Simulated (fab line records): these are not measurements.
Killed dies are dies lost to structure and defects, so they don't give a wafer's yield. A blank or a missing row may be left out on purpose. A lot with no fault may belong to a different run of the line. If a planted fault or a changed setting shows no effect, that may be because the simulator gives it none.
Which tool did it? + flow nand_harc + 18 wafers from 6 lots sampled at 3 of the route's 1159 steps

WHAT THE GAUGES SHOWED, per wafer
NHARC_P_GATE_CD_MEAS_26 targets a cd of 120 nm.
| lot  | measured     | on        | cd_nm (nm)        |
|------|--------------|-----------|-------------------|
| L453 | day 5 13:05  | cd_sem-03 | 118.4 119.9 119.3 |
| L455 | day 6 01:15  | cd_sem-02 | 121.2 120.0 120.9 |
| L457 | day 6 06:41  | cd_sem-01 | 120.2 119.6 120.0 |
| L460 | day 7 05:20  | cd_sem-01 | 119.2 119.9 120.2 |
| L469 | day 9 09:49  | cd_sem-03 | 119.1 120.2 119.8 |
| L472 | day 10 02:31 | cd_sem-01 | 118.9 118.2 119.3 |

WHICH TOOL RAN EACH LOT (tool, then ch and the chambers of the sampled wafers, then the start)
| lot  | NHARC_P_ZERO_WELL_DESCUM_13       | NHARC_P_GATE_EXPOSE_23             |
|------|-----------------------------------|------------------------------------|
| L453 | rie_diel-04 ch 0,1,2, day 2 07:32 | arfi_scanner-03 ch 0, day 5 12:56  |
| L455 | rie_diel-09 ch 0,1,2, day 2 19:26 | arfi_scanner-01 ch 0, day 6 01:07  |
| L457 | rie_diel-12 ch 1,2,3, day 3 07:25 | arfi_scanner-02 ch 0, day 6 06:32  |
| L460 | rie_diel-04 ch 0,1, day 4 01:24   | arfi_scanner-02 ch 0, day 7 05:11  |
| L469 | rie_diel-09 ch 0,2, day 6 07:23   | arfi_scanner-03 ch 0, day 9 09:41  |
| L472 | rie_diel-09 ch 0,2,3, day 7 01:25 | arfi_scanner-02 ch 0, day 10 02:23 |
- NHARC_P_ZERO_WELL_DESCUM_13: chemistry O2, time 3 s.
- NHARC_P_GATE_EXPOSE_23: exposes mask P GATE, target cd 120 nm.

THE ANSWER, worked out from the rows above alone
Rule: the usual values come from the lots themselves. The widest of any qualifying gaps counts: lots, ordered by their means at a reading, are off when they make up no more than a third of the lots, leave a main group of 4 or more, and stand apart from it by 3 or more times the standard deviation of that group's means. A main group whose means are all the same, to the digits that the tables above print for the reading, isn't used. A lot without any number at a reading at which 4 lots or more have one is off too. The other lots that the step has rows for count as sound.
Across all readings shown, no lot is off: no conclusion can be drawn from this.

WHAT THE SIMULATOR PUT IN
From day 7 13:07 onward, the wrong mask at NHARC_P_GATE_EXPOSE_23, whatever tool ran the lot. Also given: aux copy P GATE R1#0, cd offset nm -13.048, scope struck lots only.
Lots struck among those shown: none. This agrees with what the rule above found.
